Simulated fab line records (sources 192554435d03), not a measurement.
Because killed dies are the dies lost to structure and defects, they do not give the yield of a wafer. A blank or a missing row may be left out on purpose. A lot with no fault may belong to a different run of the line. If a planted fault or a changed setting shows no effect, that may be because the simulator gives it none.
Matching of chambers ; flow n5_finfet ; N5_BEOL_M0_SAQP_ALD_48 on ald_sin-03 has 4 sister chambers
The step deposits SiO2, target thk 20 nm, pulse time 1 s, co reactant pulse time 1 s. 4 wafers are shown with their chamber, then 7 later ones without.

WAFERS WITH THEIR CHAMBER
wafer;chamber;heater_power_w (W)
L610.2;1;87
L610.6;2;85
L611.1;3;83
L611.2;0;88

WAFERS WITHOUT THEIR CHAMBER
wafer;heater_power_w (W)
L611.3;83
L613.2;85
L613.4;89
L613.5;83
L614.1;84
L614.2;83
L614.4;88

EACH ONE'S CHAMBER
wafer;from the rows above;in truth
L611.3;3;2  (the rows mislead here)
L613.2;2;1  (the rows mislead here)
L613.4;can't be placed: 0 or 1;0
L613.5;3;3
L614.1;can't be placed: 2 or 3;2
L614.2;3;3
L614.4;can't be placed: 0 or 1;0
2 of 7 placed correctly. Not placeable from these rows: 3 (in 3, the candidates include the true chamber). Wrongly placed: 2.
How it was worked out, from the rows above alone: a wafer's distance from a chamber is the root of the sum, over the readings, of the square of ((its reading less the chamber's mean) divided by the reading's scatter). If the next closest chamber is less than 2 further off than the closest, the wafer can't be placed; otherwise it belongs to the closest. Each chamber's mean is taken over the wafers shown for it. The scatter: with one shown wafer a chamber, the root of the mean of the squares of how far each hidden wafer lies from its nearest shown one.
